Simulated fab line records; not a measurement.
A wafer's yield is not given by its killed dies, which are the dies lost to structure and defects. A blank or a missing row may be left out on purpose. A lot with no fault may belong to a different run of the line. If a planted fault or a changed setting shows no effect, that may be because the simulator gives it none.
Lot-split experiment | flow n5Finfet | 7 lots, 39 wafers read, on a route of 1938 steps

ABOUT THE SPLIT
At N5_FIN_CUT_CUT_ETCH_15 (etches Si in HBr/Cl2/O2, target depth 100 nm, bt time 10 s, time 42.4 s), the setting targetDepthA was moved away from the recipe's 1000 angstrom on 15 of the 39 wafers read, by -11.8% to +12.3%. This setting was run at the recipe's value on the other wafers.

The file shows no step between the split and the reading.

THE READING
SOC_of_FIN_CUT_COAT_18.thkNm (the simulator's own value, which no gauge read), in nm, at N5_FIN_CUT_CUT_ETCH_28 (etches Si in HBr/Cl2/O2, target depth 6 nm, time 2.4 s). No usual value for it is given in the file. Across the 24 wafers here that went through the recipe, the average is 168.7 nm and the standard deviation 1 nm.

wafer  | tool, chamber at the split | targetDepthA as run, angstrom | against the recipe | SOC_of_FIN_CUT_COAT_18.thkNm, nm | against lot-mates on the recipe
L079.1 | rieSi-04, 1                | 1000                          | recipe             | 169.4                            | -
L079.2 | rieSi-04, 2                | 906.3                         | -9.4%              | 173.4                            | +3.5
L079.3 | rieSi-04, 0                | 906.3                         | -9.4%              | 173                              | +3.1
L079.4 | rieSi-04, 3                | 906.3                         | -9.4%              | 173.6                            | +3.7
L079.5 | rieSi-04, 3                | 1000                          | recipe             | 169.8                            | -
L079.6 | rieSi-04, 0                | 1000                          | recipe             | 170.4                            | -
L081.1 | rieSi-05, 3                | 1070                          | +7.0%              | 166.2                            | -3.0
L081.6 | rieSi-05, 2                | 1070                          | +7.0%              | 166.2                            | -3.0
L081.2 | rieSi-05, 0                | 1000                          | recipe             | 169.2                            | -
L081.3 | rieSi-05, 2                | 1000                          | recipe             | 169.6                            | -
L081.4 | rieSi-05, 1                | 1000                          | recipe             | 168.8                            | -
L081.5 | rieSi-05, 1                | 1070                          | +7.0%              | 166.6                            | -2.6
L082.1 | rieSi-03, 0                | 1114                          | +11.4%             | 163.8                            | -3.4
L082.4 | rieSi-03, 2                | 1114                          | +11.4%             | 163.8                            | -3.4
L082.2 | rieSi-03, 1                | 1000                          | recipe             | 167.8                            | -
L082.3 | rieSi-03, 3                | 1114                          | +11.4%             | 162.4                            | -4.8
L082.5 | rieSi-03, 3                | 1000                          | recipe             | 166.4                            | -
L082.6 | rieSi-03, 0                | 1000                          | recipe             | 167.4                            | -
L084.1 | rieSi-04, 2                | 1123                          | +12.3%             | 163.8                            | -5.3
L084.2 | rieSi-04, 1                | 1123                          | +12.3%             | 164.2                            | -4.9
L084.3 | rieSi-04, 0                | 1123                          | +12.3%             | 162.8                            | -6.3
L084.4 | rieSi-04, 3                | 1000                          | recipe             | 169.2                            | -
L084.5 | rieSi-04, 1                | 1000                          | recipe             | 169                              | -
L084.6 | rieSi-04, 0                | 1000                          | recipe             | 169                              | -
L092.1 | rieSi-03, 0                | 1000                          | recipe             | 169                              | -
L092.2 | rieSi-03, 1                | 1000                          | recipe             | 167                              | -
L092.3 | rieSi-03, 3                | 1000                          | recipe             | 167.4                            | -
L092.4 | rieSi-03, 2                | 1000                          | recipe             | 168.4                            | -
L092.5 | rieSi-03, 0                | 1000                          | recipe             | 168.4                            | -
L092.6 | rieSi-03, 3                | 1000                          | recipe             | 168.2                            | -
L096.1 | rieSi-03, 0                | 1000                          | recipe             | 170.6                            | -
L096.2 | rieSi-03, 1                | 882.2                         | -11.8%             | 173.2                            | +3.3
L096.3 | rieSi-03, 2                | 1000                          | recipe             | 170                              | -
L096.4 | rieSi-03, 3                | 882.2                         | -11.8%             | 173.6                            | +3.7
L096.5 | rieSi-03, 2                | 1000                          | recipe             | 169                              | -
L096.6 | rieSi-03, 3                | 882.2                         | -11.8%             | 173                              | +3.1
L097.1 | rieSi-03, 2                | 1000                          | recipe             | 167.6                            | -
L097.2 | rieSi-03, 0                | 1000                          | recipe             | 168.8                            | -
L097.5 | rieSi-03, 1                | 1000                          | recipe             | 168                              | -

FIT RESULTS
A straight line over all 39 wafers: SOC_of_FIN_CUT_COAT_18.thkNm changes by -0.427 nm for each +1% of targetDepthA; r = -0.95; the points scatter about the line by 0.94 nm.
The same after taking each lot's own level away (the mean of its wafers on the recipe; 39 wafers): -0.364 nm for each +1%; r = -0.97; scatter 0.63 nm.
Per that fit: largest targetDepthA move, reading shift of 4.5 nm.
The lots' own levels span 167.20 to 169.87 nm, that is 2.6 times the standard deviation above.
In other words, the slope is changed by the lot-to-lot level; the two fits disagree.
Check: with one of the wafers moved furthest among these (+12.3%) left out of the fit, the line predicts -4.54 nm for it against its lot-mates. Against them it came out at -5.27 nm.

THE OTHER SPLITS THESE WAFERS WENT THROUGH
Other splits were also applied to these wafers ahead of the reading. Each is held against what the fit with the lots' levels taken away leaves over:
other split on the same wafers   | wafers away from the commonest value | r with SOC_of_FIN_CUT_COAT_18.thkNm (lot level and that fit taken away)
N5_WELL_APT_EXPOSE_05 doseMj     | 15                                   | +0.25
N5_WELL_APT_IMPLANT_15 energyKev | 9                                    | +0.36
N5_FIN_SAQP_ALD_61 tempC         | 12                                   | +0.00
N5_FIN_SAQP_ETCH_64 biasW        | 15                                   | +0.05

THE WHOLE CHAIN: every reading that the file lists as answering this split, in the file's order
step                   | what it does                                                            | reading                                                                       | change (the file's fit)               | r (the file's)
N5_FIN_CUT_CUT_ETCH_15 | etches Si in HBr/Cl2/O2, target depth 100 nm, bt time 10 s, time 42.4 s | etch.depthNm (the simulator's own value, which no gauge read)                 | +0.997 nm for each +1% of the setting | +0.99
N5_FIN_CUT_CUT_ETCH_15 | etches Si in HBr/Cl2/O2, target depth 100 nm, bt time 10 s, time 42.4 s | FIN_CUT.featureDepthNm (the simulator's own value, which no gauge read)       | +0.995 nm for each +1% of the setting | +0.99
N5_FIN_CUT_CUT_ETCH_15 | etches Si in HBr/Cl2/O2, target depth 100 nm, bt time 10 s, time 42.4 s | SOC_of_FIN_CUT_COAT_18.thkNm (the simulator's own value, which no gauge read) | -0.365 nm for each +1% of the setting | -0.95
N5_FIN_CUT_CUT_ETCH_28 | etches Si in HBr/Cl2/O2, target depth 6 nm, time 2.4 s                  | SOC_of_FIN_CUT_COAT_18.thkNm (the simulator's own value, which no gauge read) | -0.366 nm for each +1% of the setting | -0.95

FILE'S OWN FIT
SOC_of_FIN_CUT_COAT_18.thkNm changes by -0.366 nm for each +1% of targetDepthA, r = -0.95.
